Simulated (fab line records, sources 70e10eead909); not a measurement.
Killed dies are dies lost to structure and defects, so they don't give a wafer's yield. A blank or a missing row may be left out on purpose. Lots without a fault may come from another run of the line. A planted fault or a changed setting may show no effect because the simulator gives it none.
Chamber matching | flow nand_harc | NHARC_P_M1_STRIP_18 on rie_diel-09: 4 sister chambers
The step strips in N2/H2. 16 wafers are shown with their chamber, then 8 later ones without.

WAFERS WITH THEIR CHAMBER
wafer  | chamber | drypump_motor_current_A (A) | showerhead_plenum_p_Torr (Torr) | rf_vpp_V (V)
L629.3 | 3       | 6.0                         | 2.16                            | 92.3
L629.4 | 2       | 5.7                         | 1.99                            | 89.6
L629.6 | 1       | 5.2                         | 1.90                            | 91.5
L632.2 | 0       | 6.4                         | 1.98                            | 90.6
L632.3 | 1       | 5.2                         | 1.90                            | 90.0
L632.5 | 2       | 5.7                         | 1.99                            | 90.9
L635.1 | 0       | 6.4                         | 1.99                            | 89.3
L635.3 | 2       | 5.7                         | 1.99                            | 90.3
L635.6 | 1       | 5.2                         | 1.90                            | 90.2
L636.1 | 2       | 5.8                         | 1.99                            | 90.1
L636.2 | 0       | 6.4                         | 1.98                            | 90.4
L636.4 | 2       | 5.7                         | 1.99                            | 91.3
L637.1 | 2       | 5.7                         | 1.99                            | 90.4
L637.3 | 1       | 5.2                         | 1.89                            | 88.4
L637.4 | 0       | 6.4                         | 1.98                            | 88.7
L639.1 | 3       | 6.0                         | 2.16                            | 93.6

SIGNATURES (means of the wafers above)
reading                  | chamber 0 | chamber 1 | chamber 2 | chamber 3 | scatter within a chamber
drypump_motor_current_A  | 6.400     | 5.200     | 5.717     | 6.000     | 0.0264
showerhead_plenum_p_Torr | 1.9825    | 1.8975    | 1.9900    | 2.1600    | 0.00354
rf_vpp_V                 | 89.750    | 90.025    | 90.433    | 92.950    | 0.91
Rule: a wafer's distance from a chamber is the root of the sum, over the readings, of the square of ((its reading less the chamber's mean) divided by the reading's scatter). The wafer belongs to the nearest chamber; if the next one is less than 2 further off, it can't be placed. The scatter: the root of (the sum of the squares of (reading less its chamber's mean) over the shown wafers, divided by (wafers less chambers)).

WAFERS WITHOUT THEIR CHAMBER
wafer  | drypump_motor_current_A (A) | showerhead_plenum_p_Torr (Torr) | rf_vpp_V (V)
L639.2 | 5.2                         | 1.89                            | 90.5
L639.5 | 5.1                         | 1.89                            | 88.9
L645.1 | 5.2                         | 1.89                            | 89.4
L645.3 | 5.7                         | 1.99                            | 90.7
L645.4 | 6.0                         | 2.16                            | 92.0
L647.2 | 6.4                         | 1.98                            | 89.9
L647.3 | 5.7                         | 1.99                            | 91.5
L647.4 | 6.0                         | 2.16                            | 92.3

WHICH CHAMBER EACH WENT THROUGH
wafer  | from the rows above | in truth
L639.2 | 1                   | 1
L639.5 | 1                   | 1
L645.1 | 1                   | 1
L645.3 | 2                   | 2
L645.4 | 3                   | 3
L647.2 | 0                   | 0
L647.3 | 2                   | 2
L647.4 | 3                   | 3
Placed correctly: 8 of 8. Can't be placed from these rows: 0. Placed wrongly: 0.
